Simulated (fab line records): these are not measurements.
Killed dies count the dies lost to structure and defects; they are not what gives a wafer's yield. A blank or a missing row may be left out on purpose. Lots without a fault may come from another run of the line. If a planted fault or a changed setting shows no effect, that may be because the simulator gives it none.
A struck lot beside a sound one + flow nand_harc + 15 steps out of a route of 1302
Sound: these wafers, L964.1, L964.3, L964.5. Wafers struck: L981.1, L981.3, L981.4. The cause is named last.
Per side, at each step with rows, come the tool, then ch with its chambers, and then its first start. Under that, the readings that differ: sound wafers + struck wafers + difference of the means + sigmas: that difference in standard deviations of wafers without a fault.
alike: readings with means less than 2 such deviations apart, plus words and numbers identical on both sides. not compared: withheld readings, readings lacking a value on some wafer, bounds such as >300 that could conceal the same value, and numbers that have no deviation in the record and whose values overlap.
Wherever a step has rows on one side only, a row that says differs or no value, or a row with sigmas, the two part there. Numbers that don't overlap but have no deviation are shown without sigmas and don't part them. A reading missing from all wafers of one side parts the sides only when that side holds two or more wafers.

NHARC_A_DECK1_JOINT_CMP_02: polishes SiOx.
  sound on cmp-04 ch 0,1, day 12 12:27; struck on cmp-04 ch 0,1,3, day 19 14:59
  alike: motor_current_A
following that, these wafers have no rows for 1 step: NHARC_A_DECK1_JOINT_SRD_15.
NHARC_A_DECK1_JOINT_DEP_16: deposits SiO2, target thk 45 nm.
  sound on pecvd-01 ch 1,2, day 12 12:50; struck on pecvd-02 ch 0,1, day 19 15:22
  alike: heater_power_w, throttle_valve_pct
NHARC_A_DECK1_JOINT_THK_MEAS_17: measures by ellipsometry.
  struck on film_metro-02, day 19 15:38; sound on film_metro-01, day 12 13:07
  alike: thk_nm
NHARC_A_DECK1_JOINT_INSPECT_05:
  struck on defect_inspect-02, day 19 15:41; sound on defect_inspect-01, day 12 13:09
  alike: raw_defect_count
following that, 1 step holds no rows for these wafers, namely NHARC_A_ONON_D2_DEP_00 (target thickness 1000 nm).
NHARC_A_ONON_D2_THK_MEAS_02: measures by ellipsometry.
  struck on film_metro-01, day 19 16:15; sound on film_metro-01, day 12 13:44
  alike: thk_nm
following that, 1 step holds no rows for these wafers, namely NHARC_A_ONON_D2_DEP_03 (target thickness 1000 nm).
NHARC_A_ONON_D2_THK_MEAS_05: measures by ellipsometry.
  struck on film_metro-02, day 19 16:49; sound on film_metro-02, day 12 14:18
  alike: thk_nm
following that, 1 step holds no rows for these wafers, namely NHARC_A_ONON_D2_DEP_06 (target thickness 1000 nm).
NHARC_A_ONON_D2_THK_MEAS_08: measures by ellipsometry.
  struck on film_metro-02, day 19 17:23; sound on film_metro-02, day 12 14:52
  alike: thk_nm
NHARC_A_ONON_D2_DEP_09: target thk 1000 nm.
  sound on pecvd_onon-04 ch 0, day 12 14:55; struck on pecvd_onon-04 ch 0, day 19 17:26
NHARC_A_ONON_D2_THK_MEAS_11: measures by ellipsometry.
  struck on film_metro-02, day 19 17:57; sound on film_metro-01, day 12 15:26
| reading     | sound          | struck         | difference | sigmas |
|-------------|----------------|----------------|------------|--------|
| thk_nm (nm) | 1008 1006 1006 | 1590 1589 1589 | +583       | +53    |
following that, 1 step holds no rows for these wafers, namely NHARC_A_ONON_D2_DEP_12 (target thickness 1000 nm).
-- record jumps: 12 days between struck wafers' starts before vs after; left off in module A_ONON_D2, resumes in module END, first step shown is number 1302 of the route --
NHARC_END_SORT_01:
  the record has rows for the struck wafers here (prober-01 ch 0, day 31 11:50) and none for the sound ones

== WHERE THEY PART ==
First at NHARC_A_ONON_D2_THK_MEAS_11; last, within this record, at NHARC_END_SORT_01.

WHY: the cause the simulator had injected
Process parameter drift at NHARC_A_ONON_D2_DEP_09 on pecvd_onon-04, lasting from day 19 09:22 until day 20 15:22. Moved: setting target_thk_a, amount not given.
